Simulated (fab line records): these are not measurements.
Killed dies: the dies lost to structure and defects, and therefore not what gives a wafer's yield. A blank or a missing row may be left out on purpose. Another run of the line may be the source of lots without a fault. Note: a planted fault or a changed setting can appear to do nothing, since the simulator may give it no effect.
Chamber matching + flow n5Finfet + N5_HKMG_FIN_ETCH_35 on rieDiel-04: 4 sister chambers
The step etches SOC in N2/H2, target depth 215.8 nm, time 243.4 s. 8 wafers are shown with their chamber, then 8 later ones without.

## WAFERS WITH THEIR CHAMBER
| wafer  | chamber | drypumpMotorCurrentA (A) | showerheadPlenumPTorr (Torr) |
|--------|---------|--------------------------|------------------------------|
| L076.2 | 0       | 5.7                      | 2.52                         |
| L085.1 | 0       | 5.7                      | 2.51                         |
| L088.2 | 3       | 5.6                      | 2.58                         |
| L088.5 | 1       | 5.4                      | 2.49                         |
| L090.2 | 3       | 5.6                      | 2.58                         |
| L090.3 | 2       | 5.4                      | 2.58                         |
| L090.4 | 1       | 5.4                      | 2.49                         |
| L092.2 | 2       | 5.5                      | 2.58                         |

## WAFERS MISSING THEIR CHAMBER
| wafer  | drypumpMotorCurrentA (A) | showerheadPlenumPTorr (Torr) |
|--------|--------------------------|------------------------------|
| L092.5 | 5.8                      | 2.51                         |
| L092.6 | 5.6                      | 2.58                         |
| L096.4 | 5.7                      | 2.50                         |
| L096.5 | 5.4                      | 2.58                         |
| L096.6 | 5.6                      | 2.57                         |
| L097.1 | 5.4                      | 2.58                         |
| L097.3 | 5.8                      | 2.50                         |
| L097.6 | 5.8                      | 2.50                         |

## THE CHAMBER EACH PASSED THROUGH
| wafer  | from the rows above | in truth |
|--------|---------------------|----------|
| L092.5 | 0                   | 0        |
| L092.6 | 3                   | 3        |
| L096.4 | 0                   | 0        |
| L096.5 | 2                   | 2        |
| L096.6 | 3                   | 3        |
| L097.1 | 2                   | 2        |
| L097.3 | 0                   | 0        |
| L097.6 | 0                   | 0        |
Correct placement for 8 of the 8. From these rows, 0 cannot be placed. Wrongly placed: 0.
How it was worked out, from the rows above alone: a wafer's distance from a chamber is the root of the sum, over the readings, of the square of ((its reading less the chamber's mean) divided by the reading's scatter). The wafer belongs to the nearest chamber; if the next one is less than 2 further off, it can't be placed. Each chamber's mean is taken over the wafers shown for it. The scatter is the square root of a quotient: the sum, over the shown wafers, of each reading's squared deviation from its chamber's mean, divided by wafers minus chambers.
